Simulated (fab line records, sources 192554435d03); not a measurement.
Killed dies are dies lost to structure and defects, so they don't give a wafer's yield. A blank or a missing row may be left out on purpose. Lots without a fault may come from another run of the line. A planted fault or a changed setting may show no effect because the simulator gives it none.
Which tool did it? | flow n5_finfet | 8 lots, 24 wafers sampled, at 3 steps of a route of 1938

WHAT THE GAUGES READ, wafer by wafer
N5_FIN_SAQP_CD_MEAS_27: target cd 20 nm.
lot  | measured    | on        | cd_nm (nm)
L319 | day 2 18:11 | cd_sem-01 | 19.80 20.21 20.40
L323 | day 3 19:21 | cd_sem-01 | 20.69 20.30 20.46
L324 | day 4 01:41 | cd_sem-02 | 20.21 20.38 20.34
L327 | day 4 19:51 | cd_sem-02 | 20.46 15.65 15.63
L330 | day 5 13:19 | cd_sem-02 | 16.04 20.71 15.84
L335 | day 6 18:23 | cd_sem-01 | 20.37 20.50 20.25
L337 | day 7 06:45 | cd_sem-03 | 20.40 20.28 20.68
L339 | day 7 19:44 | cd_sem-03 | 20.09 20.57 20.88

WHICH TOOL RAN EACH LOT (tool, then ch and the chambers of the sampled wafers, then the start)
lot  | N5_FIN_SAQP_ETCH_51               | N5_FIN_SAQP_SPACER1_ALD_24
L319 | rie_diel-04 ch 0,1, day 2 15:42   | ald_sin-01 ch 0,1,2, day 2 17:16
L323 | rie_diel-04 ch 0,2, day 3 17:13   | ald_sin-02 ch 1,2, day 3 18:17
L324 | rie_diel-05 ch 0,1,3, day 3 23:40 | ald_sin-02 ch 1,2, day 4 00:43
L327 | rie_diel-05 ch 0,1,2, day 4 17:06 | ald_sin-02 ch 1,2,3, day 4 18:56
L330 | rie_diel-04 ch 0,3, day 5 11:15   | ald_sin-02 ch 0,3, day 5 12:24
L335 | rie_diel-05 ch 0,1,2, day 6 16:25 | ald_sin-01 ch 0,3, day 6 17:28
L337 | rie_diel-05 ch 0,1,2, day 7 04:06 | ald_sin-04 ch 2,3, day 7 05:43
L339 | rie_diel-05 ch 0,2, day 7 17:32   | ald_sin-01 ch 0,1,2, day 7 18:49
- N5_FIN_SAQP_ETCH_51: etches SiARC in CF4, target depth 45.5 nm, time 75.8 s.
- N5_FIN_SAQP_SPACER1_ALD_24: deposits SiO2, target thk 20.3 nm, pulse time 1 s, purge time 2 s.

THE ANSWER, worked out from the rows above alone
Rule: what is usual is taken from the lots themselves. Put in order of their means at a reading, lots are off if they are a third of the lots or fewer, leave a main group of 4 or more, and stand apart from it by a gap of 3 or more times the standard deviation of the main group's means; of several such gaps the widest counts. A main group whose means are all the same, to the digits that the tables above print for the reading, isn't used. A lot without any number at a reading at which 4 lots or more have one is off too. The other lots that the step has rows for count as sound.
Off: L327, L330, at N5_FIN_SAQP_CD_MEAS_27 (cd_nm). The main group: mean 20.38 nm, standard deviation 0.13.
A tool fits if, at a process step before that reading, it ran every lot that is off, and no sound lot after the first of them. The gauges at N5_FIN_SAQP_CD_MEAS_27 are tried like those tools. Can't be told from this: 2 tools fit, ald_sin-02 at N5_FIN_SAQP_SPACER1_ALD_24, cd_sem-02 at N5_FIN_SAQP_CD_MEAS_27.

WHAT THE SIMULATOR HAD PUT IN
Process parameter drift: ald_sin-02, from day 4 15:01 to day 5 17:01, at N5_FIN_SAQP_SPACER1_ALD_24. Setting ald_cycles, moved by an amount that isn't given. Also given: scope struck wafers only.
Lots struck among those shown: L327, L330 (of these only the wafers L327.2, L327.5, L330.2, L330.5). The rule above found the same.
